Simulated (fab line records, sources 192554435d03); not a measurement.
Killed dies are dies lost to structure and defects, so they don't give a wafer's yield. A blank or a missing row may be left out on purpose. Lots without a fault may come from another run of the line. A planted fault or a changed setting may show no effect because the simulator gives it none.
fab line records | flow n5_finfet
record lots=4 wafers=12 last_day=18
route steps=1938 shown BEOL_M4@1099 BEOL_M5@1112 PAD_METAL@1896 PASSIVATION@1910
lots that met no fault: from a run of the same line without faults
start_h: hours from the record's first day to the start of the lot's first wafer shown | wait_h: hours since the lot's step before | " the same as in the row above | L1.1+2: a row that stands for several wafers | - no value, or no start given | * or withheld: withheld | < > ~ a bound
route shown NAME@n: a module of which the file shows steps, and the number in the route of the first | usual: mean/standard deviation of fault-free wafers | same: alike in all rows | chamber/n: place in a boat | sites: the reading at each site | _std_site: their standard deviation | _edge_site: outer sites' mean less inner sites' | radius_mm: how far each site lies from the wafer's centre | mask NAME#n: copy n | behind: the tool/chamber that last shaped the wafer | hold: why the lot was held/for how many hours/how that ended | device: the transistor (n, p or np) that didn't switch | end of line: the same wafers' tests at the end of the route | a step without rows: its recipe alone | killed: dies lost to structure and defects at the first sort, not the wafer's yield | map: a wafer's dies, x killed, . not, _ none there
set.NAME: the setting as run; set.NAME@STEP: as run at that earlier step | model.NAME: the simulator's own value behind a step, which no gauge read
lots at some steps of the route; a table a step, a row a wafer
services: from which hour (start_h, from the record's first day; less than 0 if before it) a tool's chamber was out of use, for how many hours, and why
## steps
# step N5_BEOL_M4_ANNEAL_95
# recipe temp_c=400 time_s=240 ambient=vacuum
# step N5_BEOL_M4_SPUTTER_96
# recipe material=Cu target_thk_a=45 temp_c=-20 chamber_pressure_pa=0.07 power_w=withheld time_s=8.29
# step N5_BEOL_M4_ECD_50
# recipe material=Cu target_thk_a=3000
# step N5_BEOL_M4_ANNEAL_51
# recipe temp_c=225 time_s=90 ambient=N2
# step N5_BEOL_M4_CMP_52
# recipe stop_on=SiOC t_overpolish_s=6.8 down_force_psi=1 platen_rpm=50 clearing_platen_down_force_psi=1.5 clearing_platen_rpm=50 post_cmp_clean=cu_alkaline target_thk_nm=40 clearing_platen_pad_velocity_m_s=0.99484 pad_velocity_m_s=0.99484
# step N5_BEOL_M4_PRE_CLEAN_60
# recipe gas=NH3/H2 time_s=15 temp_c=* rf_power_w=300
# step N5_BEOL_M4_CO_CAP_55
# recipe material=Co target_thk_a=20 temp_c=200 precursor=CCTBA/H2 pressure_torr=30 time_s=102.1
# step N5_BEOL_M4_PRE_CLEAN_56
# recipe gas=NH3 time_s=15 temp_c=withheld rf_power_w=300
# step N5_BEOL_M4_DEP_57
# recipe material=SiCN target_thk_a=80 temp_c=withheld precursor=3MS/NH3 pressure_torr=3 rf_w=202 time_s=14
# step N5_BEOL_M4_RC_MEAS_101
# usual DIBL_N=35.3/2.5 DIBL_P=35/3.3 IOFF_N=0.15/0.049 IOFF_P=0.20/0.056 ION_N=673/16 ION_P=462/10 SS_N=71.2/0.85 SS_P=73.0/0.97 VT_N=252/4.9 VT_P=-251/5
# columns lot.wafer tool chamber start_h wait_h DIBL_N[mV/V] DIBL_P[mV/V] IOFF_N[nA/um] IOFF_P[nA/um] ION_N[uA/um] ION_P[uA/um] SS_N[mV/dec] SS_P[mV/dec] VT_N[mV] VT_P[mV]
L511.1 prober-02 0 195.05 0.0 37.0 35 0.15 0.17 672 455 71.0 73.1 253 -253
L511.3 " 0 " " 32.1 31 0.09 0.13 646 444 70.0 71.6 257 -255
L511.4 " 0 " " 39.0 39 0.20 0.24 688 471 71.6 73.3 248 -252
L528.1 prober-01 0 296.93 0.0 35.4 34 0.13 0.18 655 457 70.7 72.7 253 -250
L528.2 " 0 " " 32.5 32 0.11 0.17 658 458 69.9 73.1 254 -252
L528.6 " 0 " " 33.8 33 0.12 0.17 659 456 70.6 73.9 253 -251
L530.3 prober-02 0 312.68 0.3 33.6 31 0.09 0.12 655 450 69.8 71.7 261 -259
L530.4 " 0 " " 36.0 34 0.11 0.15 661 451 70.6 73.6 257 -259
L530.6 " 0 " " 33.1 30 0.08 0.11 645 448 70.3 71.6 259 -262
L532.2 prober-02 0 318.61 0.2 34.5 33 0.11 0.15 668 456 71.7 73.3 257 -261
L532.4 " 0 " " 33.6 31 0.10 0.13 652 442 71.3 72.7 259 -260
L532.6 " 0 " " 37.2 36 0.15 0.19 680 458 72.1 74.1 254 -255
# step N5_BEOL_M5_ILD_DEP_00
# recipe material=SiCOH_lowk target_thk_a=1406.4 temp_c=300 precursor=DEMS/porogen pressure_torr=5 rf_w=500 time_s=25.9
# step N5_BEOL_M5_CURE_79
# recipe temp_c=385 time_s=240 ambient=He/Ar material=SiCOH_lowk
# step N5_BEOL_M5_PECVD_70
# recipe material=SiO2 target_thk_a=160 temp_c=400 precursor=TEOS/O2 pressure_torr=5.5 rf_w=450 teos_flow_sccm=53.8 gas=O2 flow_sccm=3000 time_s=18
# step N5_BEOL_M5_HM_DEP_02
# recipe material=TiN target_thk_a=200 temp_c=25 chamber_pressure_pa=0.49996
# step N5_BEOL_M5_COAT_59
# recipe resist=SOC temp_c=250 time_s=60 spin_rpm=1500 resist_thk_nm=60
# step N5_BEOL_M5_COAT_60
# recipe resist=SiARC temp_c=220 time_s=60 spin_rpm=1500 resist_thk_nm=12
# step N5_BEOL_M5_COAT_71
# recipe resist=underlayer temp_c=205 time_s=60 spin_rpm=1500 resist_thk_nm=5
# step N5_BEOL_M5_COAT_05
# recipe resist=CAR-EUV spin_rpm=1500 resist_thk_nm=30
# step N5_BEOL_M5_EBR_07
# recipe solvent=PGMEA ebr_width_mm=1.5
# step N5_BEOL_M5_SOFTBAKE_06
# recipe temp_c=110 time_s=60 resist=CAR-EUV
# step N5_BEOL_M5_EXPOSE_08
# recipe mask_id=M5 na=0.33 source_shape=annular sigma_inner=0.4 sigma_outer=0.8 polarization=unpolarized target_cd_nm=28 dose_mj=35.75
# step N5_BEOL_M5_PEB_09
# recipe peb_temp_c=100 peb_time_s=60 resist=CAR-EUV
# step N5_BEOL_M5_DEVELOP_10
# recipe develop_time_s=30 developer=TMAH resist=CAR-EUV rinse_liquid=surfactant_rinse dry=air_spin dev_temp_c=23
# step N5_BEOL_M5_DESCUM_16
# recipe chemistry=O2 time_s=7 source_power_w=50 bias_power_w=20 pressure_mtorr=20 rf_frequency_hz=2.712e+07 temp_c=40 resist=CAR-EUV o2_flow_sccm=225
# step N5_BEOL_M5_ETCH_72
# recipe chemistry=N2/H2 target=underlayer target_depth_a=65 mask_material=CAR-EUV time_s=5.2 ion_energy_ev=200 pressure_mtorr=30 source_w=840 bias_w=150 n2_flow_sccm=200 h2_flow_sccm=200 ends=cleared
# step N5_BEOL_M5_ETCH_61
# recipe chemistry=CF4 target=SiARC target_depth_a=156 mask_material=CAR-EUV time_s=26 ion_energy_ev=80 pressure_mtorr=40 source_w=545 bias_w=36 Ar_flow_sccm=100 cf4_flow_sccm=100 ends=cleared
# step N5_BEOL_M5_ETCH_62
# recipe chemistry=N2/H2 target=SOC target_depth_a=750 overetch_a=150 mask_material=SiARC temp_c=40 time_s=112.5 ion_energy_ev=200 pressure_mtorr=30 source_w=840 bias_w=150 n2_flow_sccm=200 h2_flow_sccm=200
# step N5_BEOL_M5_STRIP_63
# recipe chemistry=N2/H2 temp_c=40 n2_flow_sccm=200 h2_flow_sccm=200 rf_frequency_hz=6e+07
# step N5_BEOL_M5_STRIP_73
# recipe chemistry=N2/H2 temp_c=40 n2_flow_sccm=200 h2_flow_sccm=200 rf_frequency_hz=6e+07
# step N5_BEOL_M5_STRIP_64
# recipe chemistry=CF4 resist=SiARC power_w=300 bias_power_w=75 pressure_mtorr=50 cf4_flow_sccm=150 rf_frequency_hz=6e+07
# step N5_BEOL_M5_HM_OPEN_17
# recipe chemistry=Cl2/BCl3 target_depth_a=200 overetch_a=60 target=TiN mask_material=SOC ion_energy_ev=150 pressure_mtorr=10 icp_w=1000 bias_w=126 Cl2_flow_sccm=53.25 bcl3_flow_sccm=21.75 Ar_flow_sccm=25
# step N5_BEOL_M5_STRIP_19
# recipe chemistry=O2 power_w=400 temp_c=40 pressure_mtorr=30 rf_frequency_hz=6e+07 bias_power_w=0 overash_fraction=0.2 o2_flow_sccm=225
# step N5_BEOL_M5_COAT_65
# recipe resist=SOC temp_c=250 time_s=60 spin_rpm=1500 resist_thk_nm=60
# step N5_BEOL_M5_COAT_66
# recipe resist=SiARC temp_c=220 time_s=60 spin_rpm=1500 resist_thk_nm=12
# step N5_PASSIVATION_AL_DEP_21
# recipe material=Al target_thk_a=28000 temp_c=400 time_s=170 power_w=30000 chamber_pressure_pa=0.4 gas=Ar
# usual substrate_temp_c=400.01/0.22 throttle_valve_pct=29.7/1.1
# columns lot.wafer tool chamber start_h wait_h substrate_temp_c throttle_valve_pct model.Al_of_PASSIVATION_AL_DEP_21.thk_nm
L511.1 pvd_sputter-03 - 293.36 0.1 400.18 29.9 2756
L511.3 " - " " 399.75 30.2 2753
L511.4 " - " " 400.30 28.7 2735
L528.1 pvd_sputter-03 - 401.77 0.1 400.28 30.9 2721
L528.2 " - " " 399.99 29.9 2747
L528.6 " - " " 400.59 28.7 3842
L530.3 pvd_sputter-03 - 413.29 0.1 399.95 30.1 3859
L530.4 " - " " 400.18 29.4 3837
L530.6 " - " " 400.12 30.2 3809
L532.2 pvd_sputter-01 - 425.96 0.1 399.99 27.5 2810
L532.4 " - " " 399.83 31.3 2810
L532.6 " - " " 399.77 30.7 2802
# step N5_PASSIVATION_ETCH_59
# recipe chemistry=Cl2/BCl3 target=TaN target_depth_a=650 time_s=34.9 ion_energy_ev=100 pressure_mtorr=10 icp_w=900 bias_w=100 Cl2_flow_sccm=60 bcl3_flow_sccm=30
# usual drypump_motor_current_A=5.9/0.35 oes_product_au=0.75/0.061 throttle_valve_pct=21.1/0.34
# columns lot.wafer tool chamber start_h wait_h drypump_motor_current_A oes_product_au rf_hours_counter_h throttle_valve_pct
L511.1 rie_metal-02 1 294.53 0.3 5.5 0.76 60 21.2
L511.3 " 0 " " 5.8 0.83 - 21.0
L511.4 " 1 " " 5.5 0.75 - 21.2
L528.1 rie_metal-02 0 402.92 0.3 5.9 0.77 23 21.1
L528.2 " 1 " " 5.5 0.72 72 21.2
L528.6 " 1 " " 5.5 0.19 - 22.5
L530.3 rie_metal-02 1 414.49 0.2 5.5 0.19 - 22.5
L530.4 " 0 " " 5.8 0.22 - 22.3
L530.6 " 0 " " 5.9 0.22 - 22.3
L532.2 rie_metal-01 1 427.13 0.3 5.5 0.74 48 20.9
L532.4 " 0 " " 5.7 0.92 - 21.6
L532.6 " 1 " " 5.5 0.73 - 20.9
# step N5_PASSIVATION_STRIP_52
# recipe chemistry=post_etch_residue_remover time_s=1200 temp_c=72.5
# columns lot.wafer tool chamber start_h wait_h model.Al_of_PASSIVATION_AL_DEP_21.thk_nm
L511.1 wet_bench-01 5 297.01 - 2740
L511.3 " 0 " " 2738
L511.4 " 6 " " 2720
L528.1 wet_bench-01 2 405.56 - 2706
L528.2 " 7 " " 2732
L528.6 " 0 " " 3827
L530.3 wet_bench-01 0 416.58 - 3843
L530.4 " 4 " " 3822
L530.6 " 3 " " 3794
L532.2 wet_bench-06 0 429.05 - 2795
L532.4 " 5 " " 2794
L532.6 " 6 " " 2786
# step N5_PASSIVATION_PROBE_49
# usual defect_limited_yield=91.3/1.4 killed_at_M0_to_M3=33/9.9 killed_at_M4_up=15/5.6 killed_at_contacts=13/5.7 killed_at_front_end=38/12 killed_at_other=4/3.1 killed_dies=103/17 killed_on_rim=13/4 killed_open=66/13 killed_short=32/7.8 sort_bin_5_function=5.1/0.95 sort_bin_6_memory=3.2/0.68 sort_n_pass=1077/17 sort_yield_pct=91.3/1.5
# same gross_dies=1180 killed_at_back_side=0 sort_bin_4_leakage[%]=0 sort_bin_8_speed[%]=0
# columns lot.wafer tool chamber start_h wait_h defect_limited_yield[%] killed_at_M0_to_M3 killed_at_M4_up killed_at_contacts killed_at_front_end killed_at_other killed_dies killed_on_rim killed_open killed_short sort_bin_5_function[%] sort_bin_6_memory[%] sort_n_pass sort_yield_pct[%]
L511.1 prober-02 - 299.44 0.0 90.1 49 16 13 37 2 117 14 74 40 6.0 3.9 1063 90.1
L511.3 prober-02 - 299.54 0.1 92.8 36 10 6 31 2 85 7 63 21 4.8 1.8 1095 92.8
L511.4 prober-02 - 299.59 0.2 91.0 41 18 11 33 3 106 15 73 33 5.3 3.3 1074 91.0
L528.1 prober-01 - 408.14 0.0 90.2 32 22 10 52 0 116 15 73 38 5.3 4.1 1064 90.2
L528.2 prober-01 - 408.19 0.1 91.9 24 16 5 44 6 95 15 57 35 5.2 2.5 1085 91.9
L528.6 prober-01 - 408.39 0.3 0 30 10 5 42 1093 1180 152 58 28 97.1 2.5 0 0
L530.3 prober-01 - 419.10 0.1 0 24 11 12 58 1075 1180 152 65 43 95.5 4.2 0 0
L530.4 prober-01 - 419.15 0.2 0 43 14 5 34 1084 1180 152 75 29 95.9 3.6 0 0
L530.6 prober-01 - 419.25 0.3 0 39 10 16 49 1066 1180 152 76 43 95.4 4.2 0 0
# killed by level:class
L511.1 FIN_SAQP:geometric_particle:short=15 BEOL_M0_SAQP:geometric_particle:open=13 MOL_CONTACT_COAG:geometric_particle:open=12 BEOL_M0_SAQP:geometric_particle:short=10 BEOL_M2:geometric_particle:open=7 BEOL_M3:geometric_particle:open=7 BEOL_M1:geometric_particle:open=5 BEOL_M4:geometric_particle:open=5
L511.3 BEOL_M2:geometric_particle:open=10 BEOL_M3:geometric_particle:open=9 BEOL_M1:geometric_particle:open=7 STI_FIN_REVEAL:geometric_particle:open=5 BEOL_M4:geometric_particle:open=5 FIN_SAQP:geometric_particle:open=4 DUMMY_GATE:geometric_particle:open=4 ILD0:geometric_particle:short=4
L511.4 BEOL_M0_SAQP:geometric_particle:open=11 FIN_SAQP:geometric_particle:short=10 BEOL_M5:geometric_particle:open=10 MOL_CONTACT_COAG:geometric_particle:open=9 BEOL_M2:geometric_particle:open=8 DUMMY_GATE:geometric_particle:open=7 BEOL_M1:geometric_particle:open=7 FIN_SAQP:geometric_particle:open=4
L528.1 FIN_SAQP:geometric_particle:short=16 FIN_SAQP:geometric_particle:open=9 MOL_CONTACT_COAG:geometric_particle:open=8 BEOL_M0_SAQP:geometric_particle:open=8 BEOL_M0_SAQP:geometric_particle:short=7 STI_FIN_REVEAL:geometric_particle:open=6 BEOL_M3:geometric_particle:open=6 BEOL_M5:geometric_particle:open=6
L528.2 DUMMY_GATE:geometric_particle:open=10 FIN_SAQP:geometric_particle:short=8 BEOL_M0_SAQP:geometric_particle:short=8 FIN_SAQP:geometric_particle:open=6 BEOL_M0_SAQP:geometric_particle:open=5 BEOL_M5:geometric_particle:short=4 MOL_CONTACT_COAG:geometric_particle:open=4 STARTING-WAFER:geometric_particle:open=4
L528.6 PASSIVATION:area_etch=1093 FIN_SAQP:geometric_particle:open=12 BEOL_M1:geometric_particle:open=10 BEOL_M0_SAQP:geometric_particle:short=8 FIN_SAQP:geometric_particle:short=6 BEOL_M0_SAQP:geometric_particle:open=6 DUMMY_GATE:geometric_particle:open=5 STI_FIN_REVEAL:geometric_particle:open=4
L530.3 PASSIVATION:area_etch=1070 GATE_CUT:geometric_particle:short=10 STI_FIN_REVEAL:geometric_particle:open=9 FIN_SAQP:geometric_particle:open=8 MOL_CONTACT_COAG:geometric_particle:open=8 DUMMY_GATE:geometric_particle:open=7 BEOL_M0_SAQP:geometric_particle:short=7 BEOL_M0_SAQP:geometric_particle:open=6
L530.4 PASSIVATION:area_etch=1076 STI_FIN_REVEAL:geometric_particle:open=13 BEOL_M0_SAQP:geometric_particle:open=9 BEOL_M1:geometric_particle:open=8 BEOL_M0_SAQP:geometric_particle:short=7 BEOL_M3:geometric_particle:open=7 BEOL_M4:geometric_particle:open=7 BEOL_M2:geometric_particle:open=6
L530.6 PASSIVATION:area_etch=1061 STI_FIN_REVEAL:geometric_particle:open=15 MOL_CONTACT_COAG:geometric_particle:open=11 BEOL_M0_SAQP:geometric_particle:short=10 BEOL_M0_SAQP:geometric_particle:open=10 FIN_SAQP:geometric_particle:open=6 BEOL_M3:geometric_particle:open=6 FIN_SAQP:geometric_particle:short=5
# map L528.6 (x killed, . not)
_________________xxxxxxxxxxxx________________
______________xxxxxxxxxxxxxxxxxx_____________
___________xxxxxxxxxxxxxxxxxxxxxxxx__________
__________xxxxxxxxxxxxxxxxxxxxxxxxxx_________
________xxxxxxxxxxxxxxxxxxxxxxxxxxxxxx_______
_______xxxxxxxxxxxxxxxxxxxxxxxxxxxxxxxx______
______xxxxxxxxxxxxxxxxxxxxxxxxxxxxxxxxxx_____
_____xxxxxxxxxxxxxxxxxxxxxxxxxxxxxxxxxxxx____
____xxxxxxxxxxxxxxxxxxxxxxxxxxxxxxxxxxxxxx___
___xxxxxxxxxxxxxxxxxxxxxxxxxxxxxxxxxxxxxxxx__
___xxxxxxxxxxxxxxxxxxxxxxxxxxxxxxxxxxxxxxxx__
__xxxxxxxxxxxxxxxxxxxxxxxxxxxxxxxxxxxxxxxxxx_
__xxxxxxxxxxxxxxxxxxxxxxxxxxxxxxxxxxxxxxxxxx_
_xxxxxxxxxxxxxxxxxxxxxxxxxxxxxxxxxxxxxxxxxxxx
_xxxxxxxxxxxxxxxxxxxxxxxxxxxxxxxxxxxxxxxxxxxx
_xxxxxxxxxxxxxxxxxxxxxxxxxxxxxxxxxxxxxxxxxxxx
_xxxxxxxxxxxxxxxxxxxxxxxxxxxxxxxxxxxxxxxxxxxx
_xxxxxxxxxxxxxxxxxxxxxxxxxxxxxxxxxxxxxxxxxxxx
_xxxxxxxxxxxxxxxxxxxxxxxxxxxxxxxxxxxxxxxxxxxx
_xxxxxxxxxxxxxxxxxxxxxxxxxxxxxxxxxxxxxxxxxxxx
_xxxxxxxxxxxxxxxxxxxxxxxxxxxxxxxxxxxxxxxxxxxx
__xxxxxxxxxxxxxxxxxxxxxxxxxxxxxxxxxxxxxxxxxx_
__xxxxxxxxxxxxxxxxxxxxxxxxxxxxxxxxxxxxxxxxxx_
___xxxxxxxxxxxxxxxxxxxxxxxxxxxxxxxxxxxxxxxx__
___xxxxxxxxxxxxxxxxxxxxxxxxxxxxxxxxxxxxxxxx__
____xxxxxxxxxxxxxxxxxxxxxxxxxxxxxxxxxxxxxx___
_____xxxxxxxxxxxxxxxxxxxxxxxxxxxxxxxxxxxx____
______xxxxxxxxxxxxxxxxxxxxxxxxxxxxxxxxxx_____
_______xxxxxxxxxxxxxxxxxxxxxxxxxxxxxxxx______
________xxxxxxxxxxxxxxxxxxxxxxxxxxxxxx_______
__________xxxxxxxxxxxxxxxxxxxxxxxxxx_________
___________xxxxxxxxxxxxxxxxxxxxxxxx__________
______________xxxxxxxxxxxxxxxxxx_____________
_________________xxxxxxxxxxxx________________
# map L530.3 (x killed, . not)
_________________xxxxxxxxxxxx________________
______________xxxxxxxxxxxxxxxxxx_____________
___________xxxxxxxxxxxxxxxxxxxxxxxx__________
__________xxxxxxxxxxxxxxxxxxxxxxxxxx_________
________xxxxxxxxxxxxxxxxxxxxxxxxxxxxxx_______
_______xxxxxxxxxxxxxxxxxxxxxxxxxxxxxxxx______
______xxxxxxxxxxxxxxxxxxxxxxxxxxxxxxxxxx_____
_____xxxxxxxxxxxxxxxxxxxxxxxxxxxxxxxxxxxx____
____xxxxxxxxxxxxxxxxxxxxxxxxxxxxxxxxxxxxxx___
___xxxxxxxxxxxxxxxxxxxxxxxxxxxxxxxxxxxxxxxx__
___xxxxxxxxxxxxxxxxxxxxxxxxxxxxxxxxxxxxxxxx__
__xxxxxxxxxxxxxxxxxxxxxxxxxxxxxxxxxxxxxxxxxx_
__xxxxxxxxxxxxxxxxxxxxxxxxxxxxxxxxxxxxxxxxxx_
_xxxxxxxxxxxxxxxxxxxxxxxxxxxxxxxxxxxxxxxxxxxx
_xxxxxxxxxxxxxxxxxxxxxxxxxxxxxxxxxxxxxxxxxxxx
_xxxxxxxxxxxxxxxxxxxxxxxxxxxxxxxxxxxxxxxxxxxx
_xxxxxxxxxxxxxxxxxxxxxxxxxxxxxxxxxxxxxxxxxxxx
_xxxxxxxxxxxxxxxxxxxxxxxxxxxxxxxxxxxxxxxxxxxx
_xxxxxxxxxxxxxxxxxxxxxxxxxxxxxxxxxxxxxxxxxxxx
_xxxxxxxxxxxxxxxxxxxxxxxxxxxxxxxxxxxxxxxxxxxx
_xxxxxxxxxxxxxxxxxxxxxxxxxxxxxxxxxxxxxxxxxxxx
__xxxxxxxxxxxxxxxxxxxxxxxxxxxxxxxxxxxxxxxxxx_
__xxxxxxxxxxxxxxxxxxxxxxxxxxxxxxxxxxxxxxxxxx_
___xxxxxxxxxxxxxxxxxxxxxxxxxxxxxxxxxxxxxxxx__
___xxxxxxxxxxxxxxxxxxxxxxxxxxxxxxxxxxxxxxxx__
____xxxxxxxxxxxxxxxxxxxxxxxxxxxxxxxxxxxxxx___
_____xxxxxxxxxxxxxxxxxxxxxxxxxxxxxxxxxxxx____
______xxxxxxxxxxxxxxxxxxxxxxxxxxxxxxxxxx_____
_______xxxxxxxxxxxxxxxxxxxxxxxxxxxxxxxx______
________xxxxxxxxxxxxxxxxxxxxxxxxxxxxxx_______
__________xxxxxxxxxxxxxxxxxxxxxxxxxx_________
___________xxxxxxxxxxxxxxxxxxxxxxxx__________
______________xxxxxxxxxxxxxxxxxx_____________
_________________xxxxxxxxxxxx________________
## services
# columns tool chamber start_h hours kind
wet_bench-06 - 303.61 1.2 repair
rie_metal-02 - 315.71 0.9 repair
rie_metal-01 0 333.53 - clean
rie_metal-01 0 333.53 24.6 scheduled_down
rie_metal-01 0 333.53 24.6 vent_cycle
rie_metal-01 1 367.58 1.3 repair
pvd_sputter-01 - 395.83 3.8 repair
pvd_sputter-03 - 397.76 2.9 repair
pvd_sputter-03 - 406.22 3.1 repair
pvd_sputter-01 - 409.95 9.2 repair
## key
first_sign step=N5_PASSIVATION_ETCH_59 reading=oes_product_au direction=down sigmas=8.9 usual=0.75 struck=0.21
effect step=N5_PASSIVATION_PROBE_49 reading=killed_at_other direction=up sigmas=99+ usual=4 struck=1080
model_effect step=N5_PASSIVATION_AL_DEP_21 value=Al_of_PASSIVATION_AL_DEP_21.thk_nm without=2765 struck=3837
model_effect step=N5_PASSIVATION_STRIP_52 value=Al_of_PASSIVATION_AL_DEP_21.thk_nm without=2750 struck=3822
more_kills_born_at N5_PASSIVATION_ETCH_59@rie_metal-02=4300
met_at N5_PASSIVATION_AL_DEP_21
struck_wafers L528.6,L530.3,L530.4,L530.6
later_rows_left_out L528.6,L530.3,L530.4,L530.6
onset_between 293.36 401.77
fault kind=process_parameter_drift tool=pvd_sputter-03 chamber=- onset_h=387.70 steps=N5_PASSIVATION_AL_DEP_21 channel=time_s offset=* shape=step end_h=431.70 scope=struck_wafers_only acts_in=* stated=*
# later_rows_left_out: the simulator's readings of these wafers behind a module that went badly wrong aren't trusted and aren't shown, but for the sort
